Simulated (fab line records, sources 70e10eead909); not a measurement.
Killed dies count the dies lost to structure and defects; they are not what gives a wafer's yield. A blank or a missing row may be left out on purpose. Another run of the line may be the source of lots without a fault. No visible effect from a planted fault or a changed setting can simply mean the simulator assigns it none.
fab line records    flow nand_harc
record lots=7  wafers=21  last_day=24
route steps=1159 shown A_SGD_CUT@773 A_SLIT@779 END@1159
lots untouched by any fault: they come from a run of this same line in which no faults occurred
start_h: hours from the record's first day to the start of the lot's first wafer shown    wait_h: hours since the lot's step before    " the same as in the row above    L1.1+2: several wafers, shown together as one row    - value missing, or start not given    * or withheld: withheld    < > ~ a bound
route shown NAME@n: NAME is a module with steps in the file, n the number in the route of the first one    usual: mean and standard deviation over wafers with no fault    same: alike in all rows    chamber/n: place in a boat    sites: each site's reading    _std_site: standard deviation across them    _edge_site: the outer-site mean with the inner-site mean subtracted    radius_mm: for every site, how far away it sits from the centre of the wafer    mask NAME#n: copy n    behind: the last tool/chamber to shape the wafer    hold: why the lot was held/for how many hours/how that ended    device: whichever transistor did not switch (one of n, p or np)    end of line: tests run on the same wafers once the route is complete    step lacking rows: just its recipe    killed: the dies lost at the first sort to structure and to defects; this is not the yield of the wafer    map: the dies of a wafer, with x for killed, . for not killed, _ for no die there
set.NAME: the setting as run; set.NAME@STEP: as run at that earlier step    model.NAME: the simulator's own value behind a step, which no gauge read
lots at selected steps of the route; one table per step, one row per wafer
services: the hour from which a tool's chamber was out of use, counted from the record's first day as start_h (under 0 if before that day), plus the number of hours and why
## steps
# step NHARC_A_SGD_CUT_THK_MEAS_22
# recipe thk_meas_gauge=ellipsometry
# usual thk_nm=148.5/1.3
lot.wafer  tool           chamber  start_h  wait_h  thk_nm
L907.1     film_metro-02  -        356.27   0.2     148.5
L907.3     "              -        "        "       151.0
L907.4     "              -        "        "       149.1
L910.1     film_metro-01  -        367.77   0.2     148.9
L910.5     "              -        "        "       146.3
L910.6     "              -        "        "       149.7
L914.1     film_metro-01  -        387.51   0.2     148.8
L914.3     "              -        "        "       149.6
L914.4     "              -        "        "       148.7
L913.2     film_metro-01  -        394.55   0.2     145.7
L913.3     "              -        "        "       150.0
L913.5     "              -        "        "       150.4
L916.2     film_metro-01  -        406.19   0.2     147.5
L916.3     "              -        "        "       149.7
L916.5     "              -        "        "       148.7
L919.1     film_metro-01  -        430.85   0.2     150.4
L919.4     "              -        "        "       150.1
L919.6     "              -        "        "       149.6
L924.1     film_metro-02  -        448.95   0.2     148.4
L924.5     "              -        "        "       147.6
L924.6     "              -        "        "       148.3
# step NHARC_A_SGD_CUT_SRD_23
# step NHARC_A_SGD_CUT_ETCH_26
# recipe target_depth_a=458  chemistry=dHF  material=SiO2
# step NHARC_A_SGD_CUT_ETCHBACK_24
# recipe target_depth_a=500  over_etch_frac=0.3  time_s=92.857  ion_energy_ev=120  ch3f_flow_sccm=50  o2_flow_sccm=30  ar_flow_sccm=200  rf_w=500  bias_w=100  chemistry=CH3F/O2
# usual bias_w=100.0/0.31  drypump_motor_current_A=5.5/0.35  oes_product_au=0.98/0.033  rf_vpp_V=244.2/1.6  showerhead_plenum_p_Torr=2.46/0.1  throttle_valve_pct=20.663/0.0085
lot.wafer  tool         chamber  start_h  wait_h  bias_w  drypump_motor_current_A  oes_product_au  rf_hours_counter_h  rf_vpp_V  showerhead_plenum_p_Torr  throttle_valve_pct
L907.4     rie_diel-11  2        356.49   0.1     100.3   6.2                      0.93            15                  243.7     2.48                      20.649
L907.3     "            3        "        "       100.0   5.4                      0.93            15                  246.6     2.58                      20.677
L907.1     "            0        "        "       99.9    5.9                      0.93            14                  246.4     2.56                      20.653
L910.1     rie_diel-08  3        368.18   0.3     100.1   5.2                      0.99            6                   243.2     2.32                      20.648
L910.6     "            0        "        "       100.7   4.9                      1.00            -                   243.1     2.28                      20.665
L910.5     "            1        "        "       99.6    5.8                      0.99            -                   241.9     2.32                      20.669
L914.3     rie_diel-09  2        387.73   0.1     99.3    5.9                      0.95            8                   244.3     2.40                      20.659
L914.1     "            3        "        "       99.9    5.5                      0.96            8                   244.1     2.42                      20.662
L914.4     "            1        "        "       99.7    5.3                      0.93            8                   243.4     2.47                      20.662
L913.2     rie_diel-08  0        394.82   0.1     100.7   4.9                      0.99            9                   241.4     2.28                      20.656
L913.3     "            3        "        "       99.6    5.1                      1.00            8                   242.9     2.32                      20.656
L913.5     "            0        "        "       100.3   4.9                      1.00            -                   241.3     2.28                      20.646
L916.3     rie_diel-11  2        406.42   0.1     99.6    6.2                      0.99            4                   244.2     2.48                      20.658
L916.2     "            3        "        "       99.8    5.3                      1.00            4                   247.2     2.58                      20.675
L916.5     "            2        "        "       99.4    6.2                      1.00            -                   244.5     2.48                      20.662
L919.1     rie_diel-09  3        431.13   0.2     100.4   5.4                      1.00            11                  244.0     2.42                      20.675
L919.4     "            1        "        "       100.4   5.3                      1.00            11                  245.7     2.46                      20.665
L919.6     "            0        "        "       100.3   5.7                      0.99            -                   245.7     2.56                      20.670
L924.1     rie_diel-11  3        449.20   0.2     99.5    5.3                      0.92            8                   244.5     2.58                      20.655
L924.6     "            2        "        "       100.0   6.2                      0.92            -                   243.0     2.48                      20.656
L924.5     "            1        "        "       99.7    5.3                      0.94            -                   246.7     2.56                      20.668
# step NHARC_A_SGD_CUT_STRIP_28
# recipe time_s=20  o2_flow_sccm=500  ar_flow_sccm=0  bias_w=0  chemistry=O2
# usual drypump_motor_current_A=5.5/0.36  oes_product_au=0.999/0.0075  rf_vpp_V=57.9/0.9  showerhead_plenum_p_Torr=3.53/0.14  throttle_valve_pct=17.036/0.0093
# same bias_w=0
lot.wafer  tool         chamber  start_h  wait_h  drypump_motor_current_A  oes_product_au  rf_hours_counter_h  rf_vpp_V  showerhead_plenum_p_Torr  throttle_valve_pct
L907.4     rie_diel-11  3        -        -       5.3                      1.003           15                  60.0      3.70                      17.038
L907.3     "            0        "        "       5.9                      0.979           14                  58.9      3.67                      17.032
L907.1     "            1        "        "       5.3                      1.005           13                  58.1      3.68                      17.039
L910.1     rie_diel-08  2        -        -       5.5                      0.993           6                   58.5      3.67                      17.050
L910.5     "            0        "        "       4.9                      0.999           -                   59.5      3.28                      17.038
L910.6     "            1        "        "       5.8                      0.999           -                   57.3      3.33                      17.043
L914.1     rie_diel-09  0        -        -       5.7                      0.995           8                   60.0      3.67                      17.023
L914.3     "            2        "        "       5.9                      0.996           9                   56.5      3.45                      17.034
L914.4     "            3        "        "       5.5                      0.993           8                   58.0      3.48                      17.045
L913.3     rie_diel-08  2        -        -       5.5                      0.987           8                   58.6      3.67                      17.030
L913.2     "            0        "        "       4.9                      1.002           9                   57.6      3.28                      17.033
L913.5     "            3        "        "       5.1                      1.010           -                   56.0      3.33                      17.056
L916.2     rie_diel-11  2        -        -       6.2                      1.005           4                   56.3      3.56                      17.016
L916.3     "            3        "        "       5.4                      0.999           4                   58.2      3.70                      17.044
L916.5     "            1        "        "       5.3                      1.005           -                   59.0      3.67                      17.039
L919.1     rie_diel-09  3        -        -       5.5                      0.995           11                  57.8      3.48                      17.014
L919.4     "            0        "        "       5.7                      1.013           11                  58.7      3.67                      17.036
L919.6     "            2        "        "       5.9                      0.986           -                   58.8      3.44                      17.045
L924.1     rie_diel-11  3        449.35   0.1     5.3                      1.010           8                   58.6      3.69                      17.017
L924.5     "            2        "        "       6.2                      1.002           -                   56.6      3.56                      17.045
L924.6     "            3        "        "       5.3                      1.011           -                   59.0      3.69                      17.022
# step NHARC_A_SGD_CUT_INSPECT_25
# usual raw_defect_count=316/95
lot.wafer  tool               chamber  start_h  wait_h  raw_defect_count
L907.1     defect_inspect-01  -        356.73   -       370
L907.3     "                  -        "        "       257
L907.4     "                  -        "        "       252
L910.1     defect_inspect-01  -        368.47   -       307
L910.5     "                  -        "        "       220
L910.6     "                  -        "        "       201
L914.1     defect_inspect-02  -        387.98   -       276
L914.3     "                  -        "        "       204
L914.4     "                  -        "        "       275
L913.2     defect_inspect-02  -        395.07   -       169
L913.3     "                  -        "        "       324
L913.5     "                  -        "        "       191
L916.2     defect_inspect-01  -        406.65   -       332
L916.3     "                  -        "        "       327
L916.5     "                  -        "        "       302
L919.1     defect_inspect-01  -        431.37   -       341
L919.4     "                  -        "        "       227
L919.6     "                  -        "        "       194
L924.1     defect_inspect-02  -        449.45   -       185
L924.5     "                  -        "        "       210
L924.6     "                  -        "        "       198
# step NHARC_A_SLIT_DEP_25
# recipe target_thk_a=2000  temp_c=400  pressure_torr=6.5  rf_w=900  teos_flow_sccm=161.4  flow_sccm=2650  target_thk_nm=200  gas=O2  material=SiO2
# usual heater_power_w=564/92  throttle_valve_pct=15.8/0.39
lot.wafer  tool      chamber  start_h  wait_h  heater_power_w  throttle_valve_pct
L907.3     pecvd-04  0        356.82   0.1     584             15.3
L907.1     "         2        "        "       612             16.2
L907.4     "         1        "        "       502             15.4
L910.1     pecvd-04  2        368.58   0.1     623             16.6
L910.5     "         1        "        "       481             15.7
L910.6     "         0        "        "       660             15.6
L914.3     pecvd-02  1        388.04   0.1     538             15.9
L914.1     "         0        "        "       554             15.8
L914.4     "         0        "        "       566             15.8
L913.3     pecvd-03  2        395.15   0.1     545             16.3
L913.2     "         0        "        "       436             16.1
L913.5     "         0        "        "       459             16.2
L916.2     pecvd-03  0        406.71   0.1     458             16.3
L916.3     "         1        "        "       551             15.6
L916.5     "         0        "        "       457             16.3
L919.1     pecvd-02  1        431.58   0.2     551             16.0
L919.6     "         2        "        "       789             16.3
L919.4     "         0        "        "       539             15.8
L924.1     pecvd-02  1        449.52   0.1     476             15.6
L924.6     "         1        "        "       480             16.1
L924.5     "         2        "        "       745             16.3
# step NHARC_A_SLIT_DEP_00
# recipe target_thk_a=32000  temp_c=400  material=aC
# usual throttle_valve_pct=34.999/0.0099
lot.wafer  tool        chamber  start_h  wait_h  throttle_valve_pct
L907.1     acl_dep-01  0        359.37   -       34.999
L907.3     "           0        "        "       34.996
L907.4     "           0        "        "       35.015
L910.1     acl_dep-03  0        372.39   -       35.001
L910.5     "           0        373.71   -       35.004
L910.6     "           0        "        "       34.986
L914.1     acl_dep-02  0        388.38   -       35.007
L914.3     "           0        "        "       34.997
L914.4     "           0        "        "       34.983
L913.2     acl_dep-02  0        396.06   -       35.018
L913.3     "           0        "        "       35.007
L913.5     "           0        "        "       34.993
L916.2     acl_dep-01  0        407.41   -       34.998
L916.3     "           0        "        "       35.019
L916.5     "           0        "        "       34.994
L919.1     acl_dep-03  0        431.84   -       35.003
L919.4     "           0        "        "       34.997
L919.6     "           0        "        "       34.977
L924.1     acl_dep-03  0        451.14   -       35.007
L924.5     "           0        452.44   -       34.993
L924.6     "           0        "        "       34.997
# step NHARC_A_SLIT_DEP_23
# recipe target_thk_a=1000  target_thk_nm=100  temp_c=400  pressure_torr=3.5  flow_sccm=200  rf_w=350  material=SiON
# usual heater_power_w=751/92
lot.wafer  tool      chamber  start_h  wait_h  heater_power_w
L907.3     pecvd-02  1        361.37   1.0     654
L907.1     "         2        "        "       822
L907.4     "         1        "        "       644
L910.1     pecvd-03  2        374.42   1.7     773
L910.5     "         1        "        "       843
L910.6     "         2        "        "       781
L914.3     pecvd-03  2        390.38   1.0     770
L914.1     "         1        "        "       804
L914.4     "         1        "        "       833
L913.3     pecvd-03  1        397.69   1.0     678
L913.2     "         0        "        "       671
L913.5     "         1        "        "       687
L916.3     pecvd-02  2        409.08   1.0     900
L916.2     "         0        "        "       678
L916.5     "         0        "        "       671
L919.1     pecvd-02  0        433.83   1.7     670
L919.4     "         2        "        "       980
L919.6     "         1        "        "       736
L924.1     pecvd-03  0        453.14   1.7     605
L924.5     "         1        "        "       735
L924.6     "         2        "        "       723
# step NHARC_A_SLIT_DEHYDRATE_01
# recipe temp_c=150  time_s=120
# step NHARC_A_SLIT_HMDS_02
# recipe time_s=30
# step NHARC_A_SLIT_COAT_03
# recipe spin_rpm=1500  resist_thk_nm=90
# step NHARC_A_SLIT_SOFTBAKE_04
# recipe temp_c=105  time_s=55
# usual heater_power_total_W=188.44/0.13  plate_temp_C=105.03/0.13
lot.wafer  tool            chamber  start_h  wait_h  heater_power_total_W  plate_temp_C
L907.1     litho_track-01  0        361      -       188.29                105.14
L907.3     "               0        "        "       188.42                105.28
L907.4     "               0        "        "       188.37                105.30
L910.1     litho_track-06  0        374      -       188.26                105.09
L910.5     "               0        "        "       188.32                104.98
L910.6     "               0        "        "       188.38                105.01
L914.1     litho_track-06  0        390      -       193.15                -
L914.3     "               0        "        "       193.11                -
L914.4     "               0        "        "       193.21                -
L913.2     litho_track-06  0        397      -       193.19                -
L913.3     "               0        "        "       192.96                -
L913.5     "               0        "        "       193.11                -
L916.2     litho_track-06  0        409      -       193.12                -
L916.3     "               0        "        "       193.11                -
L916.5     "               0        "        "       193.33                -
L919.1     litho_track-04  0        434      -       188.41                104.94
L919.4     "               0        "        "       188.41                104.98
L919.6     "               0        "        "       188.33                105.09
L924.1     litho_track-01  0        453      -       188.47                104.95
L924.5     "               0        "        "       188.40                105.01
L924.6     "               0        "        "       188.76                104.93
# step NHARC_A_SLIT_EBR_05
# step NHARC_END_SORT_01
# recipe temp_c=25
# usual killed_at_array=29/11  killed_at_other=0.6/0.89  killed_at_periphery=3.8/2.8  killed_dies=33/12  killed_open=3.5/1.9  killed_short=1.9/1.3
# same gross_dies=677
lot.wafer  tool       chamber  start_h  wait_h  killed_at_array  killed_at_other  killed_at_periphery  killed_dies  killed_open  killed_short
L914.1     prober-02  0        500.01   2.5     37               2                1                    40           3            1
L914.3     prober-02  0        501.60   3.1     18               0                1                    19           3            0
L914.4     prober-02  0        502.40   3.4     29               5                2                    36           3            1
# killed by level:class
L914.1 A_SLIT:chamber_film_flake=15 A_STAIRCASE:chamber_film_flake=7 A_CHANNEL_HOLE_D1:chamber_film_flake=4 A_CHANNEL_FILL_D1:chamber_film_flake=4 THIN_TSV:chamber_film_flake=2 A_CHANNEL_FILL_D1:geometric_particle:short=1 A_SGD_CUT:geometric_particle:open=1 A_CONTACT:geometric_particle:open=1
L914.3 A_SLIT:chamber_film_flake=7 A_STAIRCASE:chamber_film_flake=4 A_CHANNEL_HOLE_D1:chamber_film_flake=3 P_GATE:geometric_particle:open=1 A_SGD_CUT:geometric_particle:open=1 A_WL_FILL:geometric_particle:open=1 A_CHANNEL_FILL_D1:chamber_film_flake=1 A_CONTACT:chamber_film_flake=1
L914.4 A_SLIT:chamber_film_flake=11 A_STAIRCASE:chamber_film_flake=6 THIN_TSV:chamber_film_flake=5 A_CONTACT:chamber_film_flake=3 A_CHANNEL_HOLE_D1:chamber_film_flake=2 A_CHANNEL_FILL_D1:chamber_film_flake=2 A_SOURCE_PLATE:geometric_particle:short=1 A_CHANNEL_FILL_D1:geometric_particle:open=1
## services
tool            chamber  start_h  hours  kind
pecvd-02        -        334.16   13.0   pm
pecvd-02        0        334.16   13.0   vent_cycle
pecvd-02        1        334.16   13.0   vent_cycle
pecvd-02        2        334.16   13.0   vent_cycle
rie_diel-11     0        345.52   -      clean
rie_diel-11     1        345.52   -      clean
rie_diel-11     2        345.52   -      clean
rie_diel-11     3        345.52   -      clean
pecvd-02        0        347.16   -      clean
pecvd-02        1        347.16   -      clean
acl_dep-02      -        349.36   13.0   pm
rie_diel-08     -        358.34   0.5    repair
rie_diel-11     -        366.52   9.0    pm
pecvd-04        -        376.25   13.0   pm
rie_diel-11     1        390.37   3.6    repair
rie_diel-09     1        390.52   4.8    repair
rie_diel-11     0        392.55   7.3    repair
rie_diel-09     -        397.21   0.3    repair
acl_dep-03      -        407.07   13.0   pm
rie_diel-08     1        414.31   14.9   repair
pecvd-04        -        419.01   0.6    repair
rie_diel-09     -        431.38   9.0    pm
litho_track-01  -        443.00   7.0    pm
rie_diel-11     0        447.10   4.2    repair
## key
first_sign step=NHARC_A_SLIT_SOFTBAKE_04  reading=heater_power_total_W  direction=up  sigmas=36  usual=*  struck=*
effect none on later readings
met_at NHARC_A_SLIT_SOFTBAKE_04
struck_wafers L913.2,L913.3,L913.5,L914.1,L914.3,L914.4,L916.2,L916.3,L916.5
tester_left_out L913,L914,L916
onset_between 374 390
fault kind=process_parameter_drift  tool=litho_track-06  chamber=-  onset_h=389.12  steps=NHARC_A_SLIT_SOFTBAKE_04  channel=time_s  offset=*  shape=step  end_h=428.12  acts_in=*  stated=*
# tester_left_out: of these lots the tester's yield and bins aren't shown, on N5 and GAA mostly nor the transistor test; their killed dies are dies lost to structure and defects alone, not to doping, threshold or leakage, so they don't give the yield
